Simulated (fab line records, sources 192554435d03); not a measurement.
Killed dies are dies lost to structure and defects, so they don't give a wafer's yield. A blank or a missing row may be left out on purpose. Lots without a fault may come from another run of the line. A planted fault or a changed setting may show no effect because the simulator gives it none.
fab line records | flow n5_finfet
record lots=9 wafers=27 last_day=19
route steps=1938 shown BEOL_M3@1013 BEOL_M4@1021 PASSIVATION@1936
lots that met no fault: from a run of the same line without faults
start_h: hours from the record's first day to the start of the lot's first wafer shown | wait_h: hours since the lot's step before | " the same as in the row above | L1.1+2: a row that stands for several wafers | - no value, or no start given | * or withheld: withheld | < > ~ a bound
route shown NAME@n: a module of which the file shows steps, and the number in the route of the first | usual: mean/standard deviation of fault-free wafers | same: alike in all rows | chamber/n: place in a boat | sites: the reading at each site | _std_site: their standard deviation | _edge_site: outer sites' mean less inner sites' | radius_mm: how far each site lies from the wafer's centre | mask NAME#n: copy n | behind: the tool/chamber that last shaped the wafer | hold: why the lot was held/for how many hours/how that ended | device: the transistor (n, p or np) that didn't switch | end of line: the same wafers' tests at the end of the route | a step without rows: its recipe alone | killed: dies lost to structure and defects at the first sort, not the wafer's yield | map: a wafer's dies, x killed, . not, _ none there
set.NAME: the setting as run; set.NAME@STEP: as run at that earlier step | model.NAME: the simulator's own value behind a step, which no gauge read
steps of the route over a sample of lots; a table a step, a row a wafer
services: from which hour (start_h, from the record's first day; less than 0 if before it) a tool's chamber was out of use, for how many hours, and why
## steps
# step N5_BEOL_M3_CMP_52
# recipe stop_on=SiOC t_overpolish_s=6.8 down_force_psi=1 platen_rpm=50 clearing_platen_down_force_psi=1.5 clearing_platen_rpm=50 post_cmp_clean=cu_alkaline target_thk_nm=40 clearing_platen_pad_velocity_m_s=0.99484 pad_velocity_m_s=0.99484
# usual barrier_field_endpoint_s=24.8/0.63 motor_current_A=5.9/0.48 overpolish_run_s=6.799/0.0093 pad_life_wafers=1028/560 platen_rpm=50.00/0.032 time_to_endpoint_s=62.7/2.7
# same t_overpolish_s=6.8
# columns lot.wafer tool chamber start_h wait_h barrier_field_endpoint_s motor_current_A overpolish_run_s pad_life_wafers platen_rpm time_to_endpoint_s
L943.2 cmp-01 3 159.58 0.2 25.3 5.9 6.791 246 50.01 64.8
L943.4 " 2 " " 25.6 5.5 6.809 249 49.94 64.6
L943.6 " 0 " " 26.2 4.9 6.802 - 50.00 67.0
L946.2 cmp-03 1 177.60 0.2 23.1 5.8 6.787 1038 49.93 60.0
L946.4 " 0 " " 25.0 5.7 6.797 1041 49.93 58.9
L946.5 " 2 " " 24.4 6.5 6.795 - 50.02 60.5
L947.1 cmp-03 3 180.72 0.3 23.7 6.1 6.796 1062 49.99 62.8
L947.2 " 2 " " 23.5 6.2 6.810 1065 49.98 58.8
L947.6 " 0 " " 24.4 5.7 6.809 - 49.98 63.7
L954.3 cmp-01 1 219.12 0.3 25.3 6.3 6.797 720 50.00 61.7
L954.1 " 2 " " 26.3 5.6 6.786 721 50.01 65.7
L954.6 " 2 " " 24.7 5.6 6.793 - 50.01 65.0
L956.2 cmp-01 2 272.59 0.2 24.6 5.9 6.805 1218 49.95 63.9
L956.1 " 3 " " 24.9 6.0 6.804 1219 49.97 62.0
L956.5 " 3 " " 25.3 6.1 6.807 - 49.97 61.2
L957.1 cmp-03 3 281.63 0.3 24.4 6.6 6.811 1980 50.03 62.8
L957.4 " 1 " " 24.8 5.7 6.804 1982 50.00 61.3
L957.2 " 2 " " 24.8 6.3 6.778 1983 49.99 63.1
L955.1 cmp-02 3 282.86 0.3 24.7 6.7 6.781 546 49.95 61.4
L955.6 " 3 " " 25.1 6.6 6.804 - 49.98 60.5
L955.5 " 0 " " 25.0 6.0 6.810 - 50.00 68.9
L958.3 cmp-01 2 286.78 0.2 24.3 5.8 6.791 1302 50.00 62.1
L958.4 " 0 " " 25.0 4.8 6.794 1304 49.98 61.5
L958.6 " 2 " " 24.5 5.6 6.806 - 49.98 60.9
L959.2 cmp-02 3 291.47 0.3 24.6 6.5 6.790 601 49.98 61.6
L959.4 " 1 " " 25.1 6.1 6.800 603 50.03 62.0
L959.5 " 3 " " 24.4 6.5 6.821 - 50.04 59.1
# step N5_BEOL_M4_ILD_DEP_00
# recipe material=SiOC target_thk_a=790 temp_c=350 precursor=DEMS/O2 pressure_torr=5 rf_w=500 time_s=15.3
# usual heater_power_w=480/57 showerhead_plenum_p_Torr=5.683/0.018 throttle_valve_pct=11.8/0.64
# columns lot.wafer tool chamber start_h wait_h heater_power_w showerhead_plenum_p_Torr throttle_valve_pct
L943.2 pecvd-03 0 160.21 0.0 577 5.698 12.0
L943.4 " 2 " " 432 5.676 11.2
L943.6 " 2 " " 431 5.659 11.1
L946.2 pecvd-01 1 178.28 0.0 435 5.719 13.0
L946.4 " 0 " " 478 5.698 12.8
L946.5 " 1 " " 431 5.712 12.9
L947.1 pecvd-03 1 181.36 0.0 428 5.644 11.2
L947.2 " 2 " " 478 5.680 11.6
L947.6 " 0 " " 471 5.698 11.9
L954.1 pecvd-03 0 219.74 0.0 517 5.681 12.1
L954.3 " 1 " " 432 5.656 11.1
L954.6 " 0 " " 509 5.679 11.8
L956.1 pecvd-01 2 273.21 0.0 367 5.694 10.9
L956.2 " 0 " " 479 5.692 12.7
L956.5 " 1 " " 471 5.713 12.7
L957.1 pecvd-03 0 282.25 0.0 556 5.699 12.1
L957.2 " 1 " " 419 5.661 11.4
L957.4 " 0 " " 551 5.697 12.0
L955.1 pecvd-03 0 283.47 0.0 531 5.694 11.9
L955.5 " 1 " " 476 5.665 11.2
L955.6 " 0 " " 535 5.702 12.0
L958.3 pecvd-04 1 287.39 0.0 557 5.689 12.9
L958.4 " 1 " " 570 5.683 12.9
L958.6 " 2 " " 573 5.680 11.6
L959.2 pecvd-03 1 292.05 0.0 457 5.673 10.9
L959.4 " 0 " " 475 5.698 11.8
L959.5 " 1 " " 461 5.671 11.2
# step N5_BEOL_M4_EXPOSE_08
# recipe mask_id=M4 na=0.33 source_shape=dipole sigma_inner=0.369 sigma_outer=0.767 polarization=unpolarized dose_mj=41.25
# usual exposure_dose_mJ_cm2=41.33/0.22 focus_offset_nm=-0.1/0.51
# same dipole_opening_deg=79.7
# columns lot.wafer tool chamber start_h wait_h mask exposure_dose_mJ_cm2 focus_offset_nm
L943.2 euv_scanner-02 0 161.36 - M4#0 41.15 0.2
L943.4 " 0 " " M4#0 41.16 0.6
L943.6 " 0 " " M4#0 41.11 -0.4
L946.2 euv_scanner-02 0 181.12 - M4#0 41.18 -1.1
L946.4 " 0 " " M4#0 41.10 0.2
L946.5 " 0 " " M4#0 41.11 0.1
L947.1 euv_scanner-01 0 182.26 - M4#0 41.57 0.6
L947.2 " 0 " " M4#0 41.54 0.0
L947.6 " 0 " " M4#0 41.55 -0.1
L954.1 euv_scanner-02 0 220.30 - M4#0 34.20 -0.4
L954.3 " 0 " " M4#0 34.20 -0.4
L954.6 " 0 " " M4#0 34.14 -0.3
L956.1 euv_scanner-02 0 274.50 - M4#0 35.61 0.4
L956.2 " 0 " " M4#0 35.60 -0.6
L956.5 " 0 " " M4#0 35.66 -0.2
L957.1 euv_scanner-01 0 284.33 - M4#0 41.57 -0.3
L957.2 " 0 " " M4#0 41.65 -0.2
L957.4 " 0 " " M4#0 41.58 0.0
L955.1 euv_scanner-02 0 284.50 - M4#0 36.71 1.0
L955.5 " 0 " " M4#0 36.69 -0.2
L955.6 " 0 " " M4#0 36.72 -0.1
L958.3 euv_scanner-01 0 288.68 - M4#0 41.58 -0.5
L958.4 " 0 " " M4#0 41.61 -0.4
L958.6 " 0 " " M4#0 41.56 -0.3
L959.2 euv_scanner-01 0 294.36 - M4#0 41.63 -0.2
L959.4 " 0 " " M4#0 41.63 -0.7
L959.5 " 0 " " M4#0 41.68 -0.6
# step N5_BEOL_M4_CD_MEAS_11
# recipe target_cd_nm=16.79 landing_energy_ev=500 detector=se_inlens polarity=opening
# usual cd_nm=16.83/0.28
# same landing_energy_ev=500
# columns lot.wafer tool chamber start_h wait_h cd_nm
L943.2 cd_sem-03 0 161.48 - 16.97
L943.4 " 0 " " 16.73
L943.6 " 0 " " 16.67
L946.2 cd_sem-01 0 181.24 - 16.96
L946.4 " 0 " " 16.66
L946.5 " 0 " " 16.52
L947.1 cd_sem-01 0 182.39 - 16.94
L947.2 " 0 " " 17.08
L947.6 " 0 " " 17.03
L954.1 cd_sem-01 0 220.43 - 12.49
L954.3 " 0 " " 12.70
L954.6 " 0 " " 13.12
L956.1 cd_sem-01 0 274.63 - 13.51
L956.2 " 0 " " 13.14
L956.5 " 0 " " 13.36
L957.1 cd_sem-01 0 284.46 - 16.88
L957.2 " 0 " " 16.67
L957.4 " 0 " " 17.57
L955.1 cd_sem-03 0 284.63 - 13.92
L955.5 " 0 " " 14.19
L955.6 " 0 " " 14.54
L958.3 cd_sem-03 0 288.80 - 17.08
L958.4 " 0 " " 16.86
L958.6 " 0 " " 16.87
L959.2 cd_sem-03 0 294.49 - 16.59
L959.4 " 0 " " 16.53
L959.5 " 0 " " 17.06
# step N5_BEOL_M4_INSPECT_13
# recipe mode=adi inspect_instrument=brightfield
# usual raw_defect_count=405/100
# columns lot.wafer tool chamber start_h wait_h raw_defect_count
L943.2 defect_inspect-01 - 161.57 0.0 759
L943.4 " - " " 619
L943.6 " - " " 391
L946.2 defect_inspect-02 - 181.33 0.0 481
L946.4 " - " " 530
L946.5 " - " " 378
L947.1 defect_inspect-01 - 182.48 0.1 295
L947.2 " - " " 365
L947.6 " - " " 455
L954.1 defect_inspect-01 - 220.52 0.1 353
L954.3 " - " " 366
L954.6 " - " " 391
L956.1 defect_inspect-02 - 274.72 0.1 334
L956.2 " - " " 368
L956.5 " - " " 323
L957.1 defect_inspect-01 - 284.55 0.1 413
L957.2 " - " " 375
L957.4 " - " " 338
L955.1 defect_inspect-01 - 284.72 0.1 356
L955.5 " - " " 364
L955.6 " - " " 313
L958.3 defect_inspect-01 - 288.89 0.0 406
L958.4 " - " " 387
L958.6 " - " " 356
L959.2 defect_inspect-01 - 294.57 0.0 522
L959.4 " - " " 524
L959.5 " - " " 337
# step N5_BEOL_M4_CD_MEAS_18
# recipe pitch_nm=36 target_cd_nm=18
# usual cd_nm=18.1/0.34
# columns lot.wafer tool chamber start_h wait_h cd_nm
L943.2 cd_sem-01 - 162.04 0.1 18.5
L943.4 " - " " 18.0
L943.6 " - " " 17.6
L946.2 cd_sem-03 - 181.90 0.1 18.1
L946.4 " - " " 17.8
L946.5 " - " " 18.1
L947.1 cd_sem-01 - 183.00 0.0 18.2
L947.2 " - " " 18.0
L947.6 " - " " 18.4
L954.1 cd_sem-02 - 220.99 0.0 13.6
L954.3 " - " " 13.5
L954.6 " - " " 13.6
L956.1 cd_sem-03 - 275.20 0.1 14.7
L956.2 " - " " 14.3
L956.5 " - " " 14.7
L957.1 cd_sem-03 - 285.37 0.0 18.3
L957.2 " - " " 18.1
L957.4 " - " " 18.1
L955.1 cd_sem-02 - 285.45 0.0 15.9
L955.5 " - " " 15.7
L955.6 " - " " 15.9
L958.3 cd_sem-03 - 289.36 0.1 18.3
L958.4 " - " " 18.3
L958.6 " - " " 18.0
L959.2 cd_sem-02 - 295.04 0.1 18.2
L959.4 " - " " 18.0
L959.5 " - " " 18.6
# step N5_BEOL_M4_RC_MEAS_101
# usual DIBL_N=36.3/1.7 DIBL_P=36.5/2.1 IOFF_N=0.16/0.03 IOFF_P=0.22/0.035 ION_N=675/11 ION_P=465/7.1 SS_N=71.5/0.62 SS_P=73.3/0.64 VT_N=250/3.1 VT_P=-249.1/3
# columns lot.wafer tool chamber start_h wait_h DIBL_N[mV/V] DIBL_P[mV/V] IOFF_N[nA/um] IOFF_P[nA/um] ION_N[uA/um] ION_P[uA/um] SS_N[mV/dec] SS_P[mV/dec] VT_N[mV] VT_P[mV]
L943.2 prober-01 0 170.56 0.8 37.8 38.9 0.19 0.26 682 470 72.1 73.8 246 -245.8
L943.4 " 0 " " 37.7 38.4 0.19 0.27 686 473 72.0 73.4 248 -246.1
L943.6 " 0 " " 35.5 36.7 0.15 0.23 675 469 71.0 72.5 252 -248.8
L946.2 prober-02 0 188.85 0.2 37.0 37.1 0.16 0.24 688 479 71.4 73.4 249 -247.9
L946.4 " 0 " " 36.8 36.1 0.14 0.21 666 465 71.5 73.0 253 -248.5
L946.5 " 0 " " 38.2 38.9 0.19 0.27 689 476 71.7 73.9 247 -246.0
L947.1 prober-01 0 190.15 0.0 39.5 41.8 0.24 0.32 675 469 72.6 74.9 248 -246.1
L947.2 " 0 " " 37.1 38.5 0.20 0.26 680 472 72.6 73.7 246 -246.7
L947.6 " 0 " " 38.1 40.9 0.21 0.29 696 476 72.8 74.0 245 -245.6
L957.1 prober-01 0 297.93 0.0 33.6 33.2 0.13 0.18 654 452 71.5 73.0 251 -250.5
L957.2 " 0 " " 38.5 38.7 0.22 0.27 687 469 72.2 73.7 245 -247.3
L957.4 " 0 " " 33.4 33.4 0.12 0.18 657 458 71.7 73.0 253 -251.6
L958.3 prober-02 0 307.56 0.3 39.1 37.8 0.19 0.24 671 470 72.9 73.6 247 -247.0
L958.4 " 0 " " 36.4 35.2 0.15 0.20 664 460 71.8 73.2 252 -249.7
L958.6 " 0 " " 37.4 36.1 0.16 0.23 668 465 71.3 73.7 250 -246.5
L959.2 prober-02 0 325.00 0.2 32.9 34.5 0.14 0.19 678 462 71.1 73.4 249 -251.0
L959.4 " 0 " " 33.7 35.4 0.14 0.20 661 459 71.2 72.9 249 -253.3
L959.5 " 0 " " 33.4 34.9 0.14 0.19 660 459 70.5 73.0 252 -251.4
# step N5_PASSIVATION_PROBE_49
# usual defect_limited_yield=91.2/1.4 killed_at_M0_to_M3=36/10 killed_at_M4_up=13/5.1 killed_at_contacts=12/5.4 killed_at_front_end=39/11 killed_at_other=3.5/2.4 killed_dies=104/17 killed_on_rim=14/3.8 killed_open=67/13 killed_short=36/8.3 sort_bin_5_function=5.2/0.98 sort_bin_6_memory=3.3/0.68 sort_n_pass=1076/17 sort_yield_pct=91.2/1.4
# same gross_dies=1180 killed_at_back_side=0 sort_bin_4_leakage[%]=0 sort_bin_8_speed[%]=0
# columns lot.wafer tool chamber start_h wait_h defect_limited_yield[%] killed_at_M0_to_M3 killed_at_M4_up killed_at_contacts killed_at_front_end killed_at_other killed_dies killed_on_rim killed_open killed_short sort_bin_5_function[%] sort_bin_6_memory[%] sort_n_pass sort_yield_pct[%]
L946.2 prober-01 - 278.46 0.1 90.4 41 10 21 41 0 113 20 71 41 4.7 4.2 1067 90.4
L946.4 prober-01 - 278.56 0.2 91.4 30 9 19 41 3 102 19 55 47 5.8 2.9 1078 91.4
L946.5 prober-01 - 278.61 0.2 89.2 51 9 14 48 5 127 14 85 42 5.8 4.6 1053 89.2
L954.1 prober-01 - 319.60 0.0 0 43 1074 24 39 0 1180 152 75 48 5.8 4.2 0 0
L954.3 prober-01 - 319.70 0.1 0 55 1077 13 25 10 1180 152 68 45 5.5 3.5 0 0
L954.6 prober-01 - 319.85 0.3 0 46 1085 13 29 7 1180 152 67 42 5.4 3.8 0 0
L956.1 prober-02 - 410.47 0.9 0 46 1058 11 61 4 1180 152 81 46 6.0 4.4 0 0
L956.2 prober-02 - 410.52 0.9 0 35 1079 17 46 3 1180 152 73 42 6.2 3.2 0 0
L956.5 prober-02 - 410.67 1.1 0 50 1074 15 39 2 1180 152 75 40 6.4 3.1 0 0
L955.1 prober-01 - 410.48 0.2 0 28 1109 8 35 0 1180 152 69 21 4.6 3.0 0 0
L955.5 prober-01 - 410.68 0.4 0 30 1095 17 35 3 1180 152 65 35 4.5 3.7 0 0
L955.6 prober-01 - 410.73 0.5 0 40 1079 9 49 3 1180 152 70 42 6.3 3.2 0 0
L958.3 prober-02 - 428.50 0.1 91.2 41 16 25 22 0 104 17 66 36 5.1 3.1 1076 91.2
L958.4 prober-02 - 428.55 0.2 93.9 30 13 8 17 4 72 11 52 19 3.9 2.2 1108 93.9
L958.6 prober-02 - 428.65 0.3 91.8 36 21 18 20 2 97 11 57 40 4.3 3.6 1083 91.8
# killed by level:class
L946.2 MOL_CONTACT_COAG:geometric_particle:open=18 FIN_SAQP:geometric_particle:short=13 BEOL_M2:geometric_particle:open=12 BEOL_M0_SAQP:geometric_particle:short=9 FIN_SAQP:geometric_particle:open=8 BEOL_M0_SAQP:geometric_particle:open=8 GATE_CUT:geometric_particle:short=5 DUMMY_GATE:geometric_particle:open=4
L946.4 MOL_CONTACT_COAG:geometric_particle:open=16 FIN_SAQP:geometric_particle:short=9 BEOL_M0_SAQP:geometric_particle:short=7 FIN_SAQP:geometric_particle:open=5 BEOL_M0_SAQP:geometric_particle:open=5 BEOL_M3:geometric_particle:short=5 GATE_CUT:geometric_particle:short=4 BEOL_M2:geometric_particle:open=4
L946.5 BEOL_M0_SAQP:geometric_particle:open=16 BEOL_M0_SAQP:geometric_particle:short=11 FIN_SAQP:geometric_particle:open=10 MOL_CONTACT_COAG:geometric_particle:open=10 BEOL_M3:geometric_particle:open=8 BEOL_M2:geometric_particle:open=7 FIN_SAQP:geometric_particle:short=6 STI_FIN_REVEAL:geometric_particle:open=6
L954.1 BEOL_M4:area_expose=1057 MOL_CONTACT_COAG:geometric_particle:open=21 BEOL_M0_SAQP:geometric_particle:open=19 BEOL_M0_SAQP:geometric_particle:short=13 FIN_SAQP:geometric_particle:short=12 BEOL_M4:geometric_particle:open=7 STARTING-WAFER:geometric_particle:short=5 STI_FIN_REVEAL:geometric_particle:open=4
L954.3 BEOL_M4:area_expose=1067 BEOL_M0_SAQP:geometric_particle:short=25 BEOL_M0_SAQP:geometric_particle:open=23 MOL_CONTACT_COAG:geometric_particle:open=11 FIN_SAQP:geometric_particle:short=6 PAD_METAL:geometric_particle:open=6 FIN_SAQP:geometric_particle:open=4 STI_FIN_REVEAL:geometric_particle:open=4
L954.6 BEOL_M4:area_expose=1067 BEOL_M0_SAQP:geometric_particle:open=12 MOL_CONTACT_COAG:geometric_particle:open=10 BEOL_M0_SAQP:geometric_particle:short=10 FIN_SAQP:geometric_particle:short=7 STI_FIN_REVEAL:geometric_particle:open=7 DUMMY_GATE:geometric_particle:open=5 BEOL_M1:geometric_particle:short=5
L956.1 BEOL_M4:area_expose=1051 STI_FIN_REVEAL:geometric_particle:open=12 BEOL_M0_SAQP:geometric_particle:open=11 FIN_SAQP:geometric_particle:open=10 FIN_SAQP:geometric_particle:short=9 MOL_CONTACT_COAG:geometric_particle:open=9 BEOL_M0_SAQP:geometric_particle:short=7 DUMMY_GATE:geometric_particle:open=6
L955.1 BEOL_M4:area_expose=1089 BEOL_M2:geometric_particle:open=12 BEOL_M4:geometric_particle:open=9 STI_FIN_REVEAL:geometric_particle:open=7 MOL_CONTACT_COAG:geometric_particle:open=6 DUMMY_GATE:geometric_particle:open=5 GATE_CUT:geometric_particle:short=5 BEOL_M3:geometric_particle:open=5
L956.2 BEOL_M4:area_expose=1065 STI_FIN_REVEAL:geometric_particle:open=13 MOL_CONTACT_COAG:geometric_particle:open=13 BEOL_M0_SAQP:geometric_particle:short=11 BEOL_M0_SAQP:geometric_particle:open=7 GATE_CUT:geometric_particle:short=5 BEOL_M4:geometric_particle:open=5 BEOL_M2:geometric_particle:short=5
L956.5 BEOL_M4:area_expose=1063 BEOL_M0_SAQP:geometric_particle:short=12 BEOL_M0_SAQP:geometric_particle:open=12 FIN_SAQP:geometric_particle:open=10 MOL_CONTACT_COAG:geometric_particle:open=10 BEOL_M2:geometric_particle:open=9 BEOL_M3:geometric_particle:open=6 BEOL_M1:geometric_particle:open=5
L955.5 BEOL_M4:area_expose=1080 MOL_CONTACT_COAG:geometric_particle:open=12 BEOL_M2:geometric_particle:open=9 DUMMY_GATE:geometric_particle:open=7 BEOL_M0_SAQP:geometric_particle:open=7 BEOL_M0_SAQP:geometric_particle:short=6 DUMMY_GATE:geometric_particle:short=5 MOL_CONTACT_COAG:geometric_particle:short=5
L955.6 BEOL_M4:area_expose=1065 BEOL_M0_SAQP:geometric_particle:short=13 BEOL_M0_SAQP:geometric_particle:open=9 BEOL_M2:geometric_particle:open=9 FIN_SAQP:geometric_particle:open=7 MOL_CONTACT_COAG:geometric_particle:open=7 BEOL_M5:geometric_particle:open=6 DUMMY_GATE:geometric_particle:open=5
L958.3 MOL_CONTACT_COAG:geometric_particle:open=19 BEOL_M0_SAQP:geometric_particle:open=16 BEOL_M0_SAQP:geometric_particle:short=12 MOL_CONTACT_COAG:geometric_particle:short=5 BEOL_M4:geometric_particle:open=5 STARTING-WAFER:geometric_particle:short=4 FIN_SAQP:geometric_particle:short=3 DUMMY_GATE:geometric_particle:open=3
L958.4 BEOL_M0_SAQP:geometric_particle:open=11 BEOL_M0_SAQP:geometric_particle:short=9 MOL_CONTACT_COAG:geometric_particle:open=5 BEOL_M3:geometric_particle:open=5 STI_FIN_REVEAL:geometric_particle:open=4 BEOL_M4:geometric_particle:open=4 FIN_SAQP:geometric_particle:open=3 MOL_CONTACT_COAG:geometric_particle:short=3
L958.6 MOL_CONTACT_COAG:geometric_particle:open=15 BEOL_M0_SAQP:geometric_particle:short=12 BEOL_M0_SAQP:geometric_particle:open=7 FIN_SAQP:geometric_particle:open=6 BEOL_M4:geometric_particle:open=6 BEOL_M1:geometric_particle:open=4 BEOL_M1:geometric_particle:short=4 BEOL_M5:geometric_particle:short=4
## services
# columns tool chamber start_h hours kind
euv_scanner-01 - 138.41 0.1 repair
cmp-02 - 148.68 4.5 pm
cmp-01 - 150.71 1.7 repair
cmp-02 - 157.30 15.4 pm
euv_scanner-02 - 162.91 1.0 repair
euv_scanner-01 - 177.65 1.0 pm
cmp-01 - 187.08 7.0 pm
euv_scanner-02 - 190.69 1.0 pm
euv_scanner-01 - 193.78 17.4 repair
cmp-02 - 194.57 0.9 repair
cmp-02 - 197.27 4.0 pm
euv_scanner-02 - 208.74 4.9 repair
euv_scanner-01 - 219.39 4.6 pm
cmp-02 - 220.92 0.7 repair
cmp-02 - 227.92 8.2 pm
euv_scanner-02 - 233.57 4.6 pm
euv_scanner-01 - 238.17 1.0 pm
euv_scanner-02 - 246.84 1.0 pm
euv_scanner-02 - 271.73 0.3 repair
cmp-03 - 272.33 1.2 repair
pecvd-03 2 275.27 8.4 repair
cmp-01 - 281.55 2.3 repair
euv_scanner-01 - 289.95 1.0 pm
cmp-03 - 292.28 4.4 pm
## key
first_sign step=N5_BEOL_M4_EXPOSE_08 reading=exposure_dose_mJ_cm2 direction=down sigmas=26 usual=41.33 struck=35.50
effect step=N5_BEOL_M4_CD_MEAS_11 reading=cd_nm direction=down sigmas=12 usual=16.83 struck=13.44 through=control_loop
effect step=N5_BEOL_M4_CD_MEAS_18 reading=cd_nm direction=down sigmas=10 usual=18.1 struck=14.7 through=control_loop
effect step=N5_PASSIVATION_PROBE_49 reading=killed_at_M4_up direction=up sigmas=99+ usual=13 struck=1081
more_kills_born_at N5_BEOL_M4_EXPOSE_08@euv_scanner-02=9604
met_at N5_BEOL_M4_EXPOSE_08
struck_lots L954,L955,L956
later_rows_left_out L954.1,L954.3,L954.6,L955.1,L955.5,L955.6,L956.1,L956.2,L956.5
loop_trim step=N5_BEOL_M4_EXPOSE_08 setting=dose lots=L955,L956
not_acting_at N5_BEOL_M3_CMP_52,N5_BEOL_M4_ILD_DEP_00,N5_BEOL_M4_INSPECT_13
onset_between 181.12 220.30
fault kind=process_parameter_drift tool=euv_scanner-02 chamber=- onset_h=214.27 steps=N5_BEOL_M4_EXPOSE_08 channel=dose_mj offset=-6.94 shape=step acts_in=these_recipes_only stated=41.25
# later_rows_left_out: the simulator's readings of these wafers behind a module that went badly wrong aren't trusted and aren't shown, but for the sort
# loop_trim: a control loop set the setting to another value than it would have without faults
